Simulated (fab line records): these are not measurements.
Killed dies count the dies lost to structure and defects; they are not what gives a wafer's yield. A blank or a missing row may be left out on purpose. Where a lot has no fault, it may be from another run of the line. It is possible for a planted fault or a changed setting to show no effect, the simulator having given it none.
Matching of chambers -- flow n5_finfet -- rie_diel-03 running N5_BEOL_M5_DESCUM_33: 4 sister chambers
The step chemistry O2, time 7 s. 8 wafers are shown with their chamber, then 8 later ones without.

WAFERS WITH THEIR CHAMBER
wafer,chamber,drypump_motor_current_A (A),throttle_valve_pct (%)
L076.6,0,4.9,20.14
L083.5,1,6.1,20.82
L084.2,0,4.9,20.18
L084.4,3,6.6,20.19
L086.3,2,5.8,20.27
L086.4,1,6.0,20.83
L086.6,2,5.8,20.30
L093.1,3,6.6,20.23

WAFERS WITHOUT THEIR CHAMBER
wafer,drypump_motor_current_A (A),throttle_valve_pct (%)
L093.5,5.8,20.31
L093.6,6.6,20.23
L094.2,6.1,20.87
L094.3,5.8,20.31
L094.6,4.9,20.23
L096.1,4.9,20.23
L096.3,6.0,20.88
L096.5,6.6,20.24

THE CHAMBER EACH PASSED THROUGH
wafer,from the rows above,in truth
L093.5,2,2
L093.6,3,3
L094.2,1,1
L094.3,2,2
L094.6,0,0
L096.1,0,0
L096.3,1,1
L096.5,3,3
Correct placement for 8 of the 8. Not placeable from these rows: 0. Number placed wrongly: 0.
How it was worked out, from the rows above alone: a wafer's distance from a chamber is the root of the sum, over the readings, of the square of ((its reading less the chamber's mean) divided by the reading's scatter). If the next closest chamber is less than 2 further off than the closest, the wafer can't be placed; otherwise it belongs to the closest. For every chamber, the mean is computed from those of its wafers that are shown. The scatter: take each reading less its chamber's mean, square it, sum over the shown wafers, divide by the number of wafers less the number of chambers, and take the root.
